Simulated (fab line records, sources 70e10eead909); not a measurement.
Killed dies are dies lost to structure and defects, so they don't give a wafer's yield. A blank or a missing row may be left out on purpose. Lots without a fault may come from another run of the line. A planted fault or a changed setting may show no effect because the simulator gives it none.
fab line records | flow nand_harc
record lots=11 wafers=33 last_day=24
route steps=1159 shown P_GATE@144 END@1159
lots that met no fault: from a run of the same line without faults
start_h: hours from the record's first day to the start of the lot's first wafer shown | wait_h: hours since the lot's step before | " the same as in the row above | L1.1+2: a row that stands for several wafers | - no value, or no start given | * or withheld: withheld | < > ~ a bound
route shown NAME@n: a module of which the file shows steps, and the number in the route of the first | usual: mean/standard deviation of fault-free wafers | same: alike in all rows | chamber/n: place in a boat | sites: the reading at each site | _std_site: their standard deviation | _edge_site: outer sites' mean less inner sites' | radius_mm: how far each site lies from the wafer's centre | mask NAME#n: copy n | behind: the tool/chamber that last shaped the wafer | hold: why the lot was held/for how many hours/how that ended | device: the transistor (n, p or np) that didn't switch | end of line: the same wafers' tests at the end of the route | a step without rows: its recipe alone | killed: dies lost to structure and defects at the first sort, not the wafer's yield | map: a wafer's dies, x killed, . not, _ none there
set.NAME: the setting as run; set.NAME@STEP: as run at that earlier step | model.NAME: the simulator's own value behind a step, which no gauge read
steps of the route over a sample of lots; a table a step, a row a wafer
services: from which hour (start_h, from the record's first day; less than 0 if before it) a tool's chamber was out of use, for how many hours, and why
## steps
# step NHARC_P_GATE_DESCUM_31
# recipe time_s=3 o2_flow_sccm=200 ar_flow_sccm=0 bias_power_w=0 chemistry=O2
# usual drypump_motor_current_A=5.6/0.41 oes_product_au=1.002/0.014 rf_vpp_V=57.8/0.91 showerhead_plenum_p_Torr=1.91/0.087 throttle_valve_pct=11.311/0.0087
# columns lot.wafer tool chamber start_h wait_h drypump_motor_current_A oes_product_au rf_hours_counter_h rf_vpp_V showerhead_plenum_p_Torr throttle_valve_pct
L861.1 rie_diel-03 3 87.23 0.1 5.7 0.989 7 56.7 1.83 11.317
L861.4 " 1 " " 5.4 0.992 8 57.5 1.98 11.297
L861.3 " 2 " " 6.2 1.019 7 58.0 1.79 11.309
L860.1 rie_diel-04 2 87.66 0.1 5.4 1.013 47 56.6 1.90 11.324
L860.6 " 1 " " 5.9 1.002 - 57.7 1.96 11.315
L860.5 " 2 " " 5.4 1.016 - 58.0 1.90 11.317
L864.3 rie_diel-01 0 110.85 0.1 5.8 0.987 47 58.2 1.98 11.308
L864.4 " 1 " " 5.3 0.992 48 57.0 1.77 11.315
L864.6 " 0 " " 5.8 0.986 - 57.4 1.98 11.302
L865.3 rie_diel-01 3 127.47 0.2 5.0 0.992 51 58.2 1.82 11.311
L865.2 " 0 " " 5.8 0.996 52 58.1 1.98 11.314
L865.1 " 1 " " 5.3 1.001 54 57.5 1.77 11.306
L868.3 rie_diel-04 3 140.62 0.1 5.6 0.989 10 59.7 1.95 11.301
L868.1 " 1 " " 5.9 1.000 6 57.8 1.96 11.304
L868.5 " 0 " " 5.0 1.012 - 59.0 2.03 11.297
L877.4 rie_diel-03 0 188.06 0.1 5.1 0.995 25 59.1 1.88 11.323
L877.2 " 3 " " 5.7 0.994 24 56.8 1.82 11.312
L877.6 " 0 " " 5.1 0.989 - 58.7 1.88 11.315
L876.2 rie_diel-03 1 188.79 0.1 5.4 1.001 27 59.8 1.97 11.317
L876.4 " 3 " " 5.8 1.005 24 59.1 1.82 11.297
L876.6 " 1 " " 5.4 1.000 - 58.8 1.97 11.299
L878.3 rie_diel-03 3 198.47 0.1 5.8 0.998 26 57.9 1.82 11.304
L878.2 " 0 " " 5.1 0.999 27 56.6 1.88 11.301
L878.5 " 1 " " 5.4 0.984 - 57.9 1.97 11.309
L879.2 rie_diel-04 0 198.66 0.1 5.0 1.011 34 57.8 2.02 11.294
L879.1 " 3 " " 5.6 0.992 35 58.0 1.94 11.304
L879.6 " 0 " " 5.0 1.021 - 57.3 2.02 11.313
L883.3 rie_diel-01 0 226.03 0.1 5.8 1.007 25 59.6 1.97 11.314
L883.4 " 1 " " 5.3 1.014 25 58.6 2.07 11.306
L883.5 " 3 " " 5.0 0.993 - 57.7 1.81 11.305
L882.2 rie_diel-01 0 226.69 0.1 5.8 0.986 25 58.7 1.97 11.321
L882.5 " 0 " " 5.8 1.004 - 57.7 1.97 11.315
L882.6 " 1 " " 5.3 1.007 - 58.5 2.07 11.307
# step NHARC_P_GATE_HM_OPEN_105
# recipe target_depth_a=3600 o2_flow_sccm=400 cos_flow_sccm=20 ar_flow_sccm=0 rf_w=500 bias_w=300 chemistry=O2/COS
# usual bias_w=299.9/0.96 drypump_motor_current_A=5.6/0.4 oes_product_au=1.002/0.015 rf_fwd_power_W=497.8/1.4 rf_vpp_V=466.8/3 showerhead_plenum_p_Torr=3.11/0.13 throttle_valve_pct=28.330/0.0077
# columns lot.wafer tool chamber start_h wait_h bias_w drypump_motor_current_A oes_product_au rf_fwd_power_W rf_hours_counter_h rf_vpp_V showerhead_plenum_p_Torr throttle_valve_pct
L861.4 rie_diel-03 0 - - 300.4 5.1 1.004 495.8 7 467.2 3.08 28.327
L861.1 " 1 " " 300.7 5.4 1.008 497.8 8 468.3 3.22 28.333
L861.3 " 2 " " 302.0 6.2 1.036 497.1 7 461.8 2.93 28.328
L860.1 rie_diel-04 3 - - 299.6 5.6 0.977 497.1 58 467.0 3.19 28.339
L860.5 " 1 " " 300.2 6.0 1.000 499.7 - 468.6 3.20 28.348
L860.6 " 2 " " 301.3 5.4 1.000 495.0 - 465.1 3.10 28.344
L864.4 rie_diel-01 2 - - 299.4 6.1 0.989 496.5 48 467.3 3.21 28.337
L864.3 " 3 " " 298.9 5.0 0.986 498.0 47 464.1 2.98 28.333
L864.6 " 1 " " 300.4 5.3 0.978 496.8 - 461.5 2.91 28.333
L865.2 rie_diel-01 2 - - 301.2 6.1 0.994 495.3 53 469.1 3.20 28.341
L865.1 " 3 " " 300.5 5.0 1.000 499.8 51 464.8 2.98 28.323
L865.3 " 0 " " 300.7 5.8 0.985 499.1 52 470.0 3.23 28.322
L868.1 rie_diel-04 2 - - 298.7 5.4 0.999 498.5 7 467.2 3.10 28.325
L868.3 " 3 " " 298.7 5.6 0.985 496.3 10 469.6 3.18 28.333
L868.5 " 2 " " 299.1 5.4 1.010 497.2 - 466.0 3.10 28.316
L877.2 rie_diel-03 1 - - 300.4 5.4 0.988 495.1 27 468.8 3.21 28.340
L877.4 " 2 " " 300.5 6.2 1.039 497.1 25 461.7 2.93 28.328
L877.6 " 1 " " 299.1 5.4 0.993 496.8 - 468.9 3.21 28.329
L876.2 rie_diel-03 0 - - 299.2 5.1 0.998 499.5 25 467.3 3.07 28.318
L876.4 " 2 " " 298.9 6.2 1.042 497.9 25 462.2 2.93 28.336
L876.6 " 0 " " 301.4 5.1 0.999 498.7 - 467.0 3.07 28.344
L878.3 rie_diel-03 3 - - 301.0 5.8 0.986 497.6 26 463.9 2.98 28.326
L878.2 " 0 " " 300.6 5.1 0.984 498.1 27 465.6 3.07 28.329
L878.5 " 2 " " 300.4 6.2 1.022 497.4 - 462.9 2.92 28.327
L879.2 rie_diel-04 3 - - 300.5 5.6 0.986 497.2 35 468.5 3.17 28.334
L879.1 " 2 " " 300.0 5.4 1.015 497.8 32 465.4 3.08 28.322
L879.6 " 3 " " 298.5 5.6 0.985 497.7 - 467.5 3.17 28.327
L883.3 rie_diel-01 0 - - 299.0 5.8 0.995 497.7 25 469.3 3.21 28.325
L883.4 " 2 " " 298.9 6.1 0.996 498.3 27 468.4 3.19 28.327
L883.5 " 1 " " 299.9 5.3 1.008 497.4 - 472.2 3.36 28.343
L882.2 rie_diel-01 1 - - 299.6 5.3 1.003 498.7 27 472.8 3.36 28.326
L882.5 " 0 " " 301.0 5.8 0.988 501.6 - 468.0 3.21 28.330
L882.6 " 1 " " 299.7 5.3 1.009 496.9 - 471.1 3.36 28.329
# step NHARC_P_GATE_ETCH_114
# recipe target_depth_a=300 overetch_a=30 time_s=16.5 ion_energy_ev=100 cf4_flow_sccm=80 o2_flow_sccm=20 ar_flow_sccm=0 rf_w=300 bias_w=100 chemistry=CF4/O2
# usual bias_w=100.01/0.29 drypump_motor_current_A=5.6/0.41 oes_product_au=1.002/0.016 rf_fwd_power_W=293.2/1.2 rf_vpp_V=197.5/1.4 showerhead_plenum_p_Torr=1.32/0.059 throttle_valve_pct=13.397/0.0083
# columns lot.wafer tool chamber start_h wait_h bias_w drypump_motor_current_A oes_product_au rf_fwd_power_W rf_hours_counter_h rf_vpp_V showerhead_plenum_p_Torr throttle_valve_pct
L861.4 rie_diel-03 1 - - 99.79 5.4 0.990 292.6 8 198.1 1.38 13.408
L861.1 " 3 " " 99.69 5.7 0.988 292.8 8 197.7 1.28 13.407
L861.3 " 0 " " 99.94 5.1 0.992 293.0 7 197.5 1.31 13.381
L860.1 rie_diel-04 0 - - 99.75 5.0 0.988 294.1 58 198.7 1.42 13.399
L860.5 " 2 " " 100.00 5.4 1.001 292.1 - 197.7 1.33 13.384
L860.6 " 3 " " 100.13 5.6 0.972 292.3 - 197.2 1.37 13.397
L864.3 rie_diel-01 0 - - 99.93 5.8 0.971 292.9 47 200.1 1.38 13.383
L864.4 " 1 " " 99.98 5.3 0.983 294.9 48 195.8 1.24 13.402
L864.6 " 1 " " 99.98 5.3 0.988 293.9 - 196.4 1.24 13.406
L865.1 rie_diel-01 0 - - 100.30 5.8 0.984 293.5 52 199.1 1.38 13.412
L865.2 " 2 " " 99.63 6.1 0.998 294.1 54 198.9 1.37 13.401
L865.3 " 3 " " 100.21 5.0 0.993 292.2 51 196.9 1.27 13.396
L868.1 rie_diel-04 1 - - 100.20 5.9 0.990 292.0 6 198.2 1.36 13.393
L868.3 " 0 " " 99.98 5.0 1.011 292.6 9 199.5 1.42 13.391
L868.5 " 1 " " 100.23 5.9 0.994 293.7 - 199.1 1.36 13.394
L877.2 rie_diel-03 3 - - 100.28 5.7 0.996 294.6 24 195.2 1.27 13.392
L877.4 " 1 " " 99.89 5.4 0.996 292.9 27 197.9 1.37 13.395
L877.6 " 3 " " 100.06 5.7 0.997 295.0 - 196.4 1.27 13.401
L876.4 rie_diel-03 2 - - 99.42 6.2 1.028 294.3 25 196.9 1.25 13.404
L876.2 " 0 " " 100.42 5.1 1.002 292.4 25 196.6 1.31 13.403
L876.6 " 3 " " 99.89 5.7 1.000 293.5 - 196.2 1.27 13.401
L878.2 rie_diel-03 3 - - 99.62 5.8 1.008 294.2 26 195.8 1.27 13.399
L878.3 " 1 " " 99.27 5.4 0.995 292.4 29 198.9 1.37 13.390
L878.5 " 2 " " 99.60 6.2 1.034 294.6 - 195.7 1.25 13.400
L879.1 rie_diel-04 0 - - 99.90 5.0 1.017 291.5 35 198.3 1.41 13.399
L879.2 " 2 " " 99.88 5.4 0.995 292.8 33 195.5 1.32 13.396
L879.6 " 1 " " 99.80 5.9 0.995 294.1 - 198.4 1.36 13.391
L883.4 rie_diel-01 3 - - 99.90 5.0 0.981 291.9 28 195.0 1.27 13.398
L883.3 " 0 " " 99.89 5.8 0.998 291.3 25 198.6 1.38 13.401
L883.5 " 0 " " 100.08 5.8 0.997 291.9 - 198.3 1.38 13.396
L882.2 rie_diel-01 3 - - 99.99 5.0 0.981 293.3 29 197.6 1.27 13.403
L882.6 " 0 " " 100.12 5.8 1.000 292.8 - 198.8 1.38 13.393
L882.5 " 1 " " 99.92 5.3 1.014 291.5 - 200.6 1.44 13.396
# step NHARC_P_GATE_EXPOSE_43
# recipe na=0.6 target_cd_nm=720 dose_mj=14.81 mask_id=P_NSD
# columns lot.wafer tool chamber start_h wait_h mask
L861.1+3+4 krf_scanner-04 0 98.79 - P_NSD#0
L860.1+5+6 krf_scanner-01 0 99.29 - P_NSD#0
L864.3+4+6 krf_scanner-02 0 122.53 - P_NSD#0
L865.1+2+3 krf_scanner-02 0 139.45 - P_HVPW#0
L868.1+3+5 krf_scanner-02 0 152.36 - P_NSD#0
L876.2+4+6 krf_scanner-04 0 200.22 - P_NSD#0
L877.2+4+6 krf_scanner-02 0 201.85 - P_NSD#0
L878.2+3+5 krf_scanner-02 0 209.95 - P_NSD#0
L879.1+2+6 krf_scanner-04 0 211.15 - P_NSD#0
L883.3+4+5 krf_scanner-04 0 237.74 - P_NSD#0
L882.2+5+6 krf_scanner-02 0 239.81 - P_NSD#0
# step NHARC_P_GATE_CD_MEAS_46
# recipe target_cd_nm=720 landing_energy_ev=500
# usual cd_nm=720.0/2.3
# columns lot.wafer tool chamber start_h wait_h cd_nm
L861.1 cd_sem-01 0 98.95 - 718.5
L861.3 " 0 " " 720.6
L861.4 " 0 " " 719.7
L860.1 cd_sem-03 0 99.45 - 719.9
L860.5 " 0 " " 718.6
L860.6 " 0 " " 720.1
L864.3 cd_sem-03 0 122.68 - 719.9
L864.4 " 0 " " 720.4
L864.6 " 0 " " 717.8
L865.1 cd_sem-02 0 139.61 - -
L865.2 " 0 " " -
L865.3 " 0 " " -
L868.1 cd_sem-01 0 152.52 - 722.1
L868.3 " 0 " " 721.1
L868.5 " 0 " " 721.4
L876.2 cd_sem-02 0 200.37 - 719.1
L876.4 " 0 " " 720.5
L876.6 " 0 " " 720.0
L877.2 cd_sem-01 0 202.01 - 718.4
L877.4 " 0 " " 716.7
L877.6 " 0 " " 718.8
L878.2 cd_sem-01 0 210.10 - 719.9
L878.3 " 0 " " 717.7
L878.5 " 0 " " 719.4
L879.1 cd_sem-02 0 211.31 - 722.6
L879.2 " 0 " " 725.6
L879.6 " 0 " " 724.8
L883.3 cd_sem-02 0 237.90 - 722.7
L883.4 " 0 " " 720.1
L883.5 " 0 " " 720.0
L882.2 cd_sem-03 0 239.96 - 720.2
L882.5 " 0 " " 721.6
L882.6 " 0 " " 717.9
# step NHARC_END_SORT_01
# recipe temp_c=25
# usual killed_at_array=31/11 killed_at_other=0.5/0.78 killed_at_periphery=3.0/2 killed_dies=34/12 killed_open=3.2/2 killed_short=1.9/1.6
# same gross_dies=677
# columns lot.wafer tool chamber start_h wait_h killed_at_array killed_at_other killed_at_periphery killed_dies killed_open killed_short
L860.1 prober-02 0 453.41 2.5 15 0 2 17 1 2
L860.5 prober-02 0 456.62 3.7 18 0 4 22 3 3
L860.6 prober-02 0 457.42 4.0 24 3 4 31 4 1
L865.1 prober-02 0 481.46 2.5 24 1 652 677 2 3
L865.2 prober-02 0 482.26 2.8 23 2 652 677 2 1
L865.3 prober-02 0 483.06 3.1 32 1 644 677 7 3
L879.1 prober-01 0 556.49 2.5 15 0 2 17 1 5
L879.2 prober-01 0 557.29 2.8 21 0 1 22 4 1
L879.6 prober-01 0 560.45 4.0 17 0 2 19 3 2
L876.2 prober-02 0 557.20 2.8 34 0 3 37 2 2
L876.4 prober-02 0 558.81 3.4 28 1 0 29 1 1
L876.6 prober-02 0 560.43 4.0 31 1 1 33 4 3
# killed by level:class
L860.1 A_SLIT:chamber_film_flake=11 A_CHANNEL_HOLE_D1:chamber_film_flake=2 P_CONTACT:geometric_particle:open=1 A_CHANNEL_HOLE_D1:geometric_particle:short=1 A_CHANNEL_FILL_D1:geometric_particle:short=1 P_ZERO_WELL:chamber_film_flake=1
L860.5 A_SLIT:chamber_film_flake=10 P_ZERO_WELL:chamber_film_flake=3 A_CHANNEL_HOLE_D1:geometric_particle:short=2 A_CHANNEL_FILL_D1:geometric_particle:open=1 A_WL_FILL:geometric_particle:short=1 A_M0:geometric_particle:open=1 A_M1:geometric_particle:open=1 P_GATE:chamber_film_flake=1
L860.6 A_SLIT:chamber_film_flake=8 A_CHANNEL_HOLE_D1:chamber_film_flake=7 A_STAIRCASE:chamber_film_flake=3 THIN_TSV:chamber_film_flake=3 A_M0:geometric_particle:open=2 P_ZERO_WELL:chamber_film_flake=2 A_CONTACT:chamber_film_flake=2 P_CONTACT:geometric_particle:open=1
L865.1 P_GATE:area_expose=649 A_SLIT:chamber_film_flake=11 A_ZERO_WELL:chamber_film_flake=4 A_CONTACT:geometric_particle:open=2 A_ONON_D1:geometric_particle:short=1 A_CHANNEL_HOLE_D1:geometric_particle:short=1 A_SGD_CUT:geometric_particle:short=1 P_ZERO_WELL:chamber_film_flake=1
L865.2 P_GATE:area_expose=651 A_SLIT:chamber_film_flake=8 A_CHANNEL_HOLE_D1:chamber_film_flake=4 A_STAIRCASE:chamber_film_flake=4 A_CONTACT:chamber_film_flake=2 THIN_TSV:chamber_film_flake=2 A_CONTACT:geometric_particle:open=1 A_M0:geometric_particle:short=1
L865.3 P_GATE:area_expose=640 A_SLIT:chamber_film_flake=15 A_CHANNEL_HOLE_D1:chamber_film_flake=3 A_STAIRCASE:chamber_film_flake=3 P_M0:geometric_particle:open=2 A_STAIRCASE:geometric_particle:open=2 A_ZERO_WELL:chamber_film_flake=2 P_STI:geometric_particle:short=1
L879.1 A_CHANNEL_HOLE_D1:chamber_film_flake=6 A_WL_FILL:geometric_particle:short=2 A_CONTACT:chamber_film_flake=2 P_CONTACT:geometric_particle:short=1 A_CHANNEL_HOLE_D1:geometric_particle:short=1 A_CHANNEL_FILL_D1:geometric_particle:open=1 A_CHANNEL_FILL_D1:geometric_particle:short=1 P_ZERO_WELL:chamber_film_flake=1
L876.2 A_CHANNEL_HOLE_D1:chamber_film_flake=23 A_CONTACT:chamber_film_flake=6 A_ONON_D1:geometric_particle:short=2 P_CONTACT:geometric_particle:open=1 A_CHANNEL_FILL_D1:geometric_particle:open=1 P_GATE:chamber_film_flake=1 P_M1:chamber_film_flake=1 A_ZERO_WELL:chamber_film_flake=1
L879.2 A_CHANNEL_HOLE_D1:chamber_film_flake=6 A_SGD_CUT:chamber_film_flake=4 A_CONTACT:chamber_film_flake=3 A_STAIRCASE:chamber_film_flake=2 P_CONTACT:geometric_particle:open=1 A_SOURCE_PLATE:geometric_particle:open=1 A_CHANNEL_FILL_D1:geometric_particle:short=1 A_M0:geometric_particle:open=1
L876.4 A_CHANNEL_HOLE_D1:chamber_film_flake=20 A_CONTACT:chamber_film_flake=5 A_ONON_D1:geometric_particle:short=1 A_M0:geometric_particle:open=1 A_CHANNEL_FILL_D1:chamber_film_flake=1 THIN_TSV:chamber_film_flake=1
L876.6 A_CHANNEL_HOLE_D1:chamber_film_flake=20 A_CONTACT:chamber_film_flake=3 A_M0:geometric_particle:open=2 A_ONON_D1:geometric_particle:open=1 A_ONON_D1:geometric_particle:short=1 A_CHANNEL_FILL_D1:geometric_particle:open=1 A_WL_FILL:geometric_particle:short=1 A_M1:geometric_particle:short=1
L879.6 A_CHANNEL_HOLE_D1:chamber_film_flake=10 P_CONTACT:geometric_particle:open=1 A_CHANNEL_FILL_D1:geometric_particle:short=1 A_CHANNEL_FILL_D1:geometric_particle:open=1 A_CONTACT:geometric_particle:open=1 A_CONTACT:geometric_particle:short=1 P_ZERO_WELL:chamber_film_flake=1 A_STAIRCASE:chamber_film_flake=1
## services
# columns tool chamber start_h hours kind
rie_diel-04 2 63.89 14.7 repair
rie_diel-03 0 63.97 4.9 repair
rie_diel-01 0 68.44 - clean
rie_diel-01 1 68.44 - clean
rie_diel-01 2 68.44 - clean
rie_diel-01 3 68.44 - clean
rie_diel-03 0 71.82 - clean
rie_diel-03 1 71.82 - clean
rie_diel-01 3 75.13 5.3 repair
rie_diel-01 2 75.70 5.0 repair
krf_scanner-01 - 84.00 4.0 pm
krf_scanner-02 - 93.87 4.9 repair
rie_diel-04 - 111.97 9.0 pm
krf_scanner-04 - 126.00 4.0 pm
rie_diel-01 - 137.80 9.0 pm
krf_scanner-01 - 155.91 1.9 repair
rie_diel-01 - 168.95 1.2 repair
rie_diel-03 0 177.10 7.7 repair
krf_scanner-02 - 178.96 0.3 repair
krf_scanner-01 - 190.47 0.6 repair
krf_scanner-02 - 210.00 4.0 pm
rie_diel-03 - 215.33 9.0 pm
krf_scanner-02 - 217.83 0.7 repair
rie_diel-03 0 231.57 7.3 repair
## key
first_sign step=NHARC_P_GATE_EXPOSE_43 reading=mask direction=changed
effect step=NHARC_P_GATE_CD_MEAS_46 reading=cd_nm direction=missing
effect step=NHARC_END_SORT_01 reading=killed_at_periphery direction=up sigmas=99+ usual=3.0 struck=649.3
more_kills_born_at NHARC_P_GATE_EXPOSE_43@krf_scanner-02=1940
met_at NHARC_P_GATE_EXPOSE_43
struck_lots L865
later_rows_left_out L865.1,L865.2,L865.3
tester_left_out L865
not_acting_at NHARC_P_GATE_DESCUM_31,NHARC_P_GATE_HM_OPEN_105,NHARC_P_GATE_ETCH_114
onset_between 122.53 139.45
fault kind=wrong_mask tool=any chamber=- onset_h=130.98 steps=NHARC_P_GATE_EXPOSE_43 aux_copy=P_HVPW#0 scope=struck_lots_only
# tester_left_out: of these lots the tester's yield and bins aren't shown, on N5 and GAA mostly nor the transistor test; their killed dies are dies lost to structure and defects alone, not to doping, threshold or leakage, so they don't give the yield
# later_rows_left_out: the simulator's readings of these wafers behind a module that went badly wrong aren't trusted and aren't shown, but for the sort
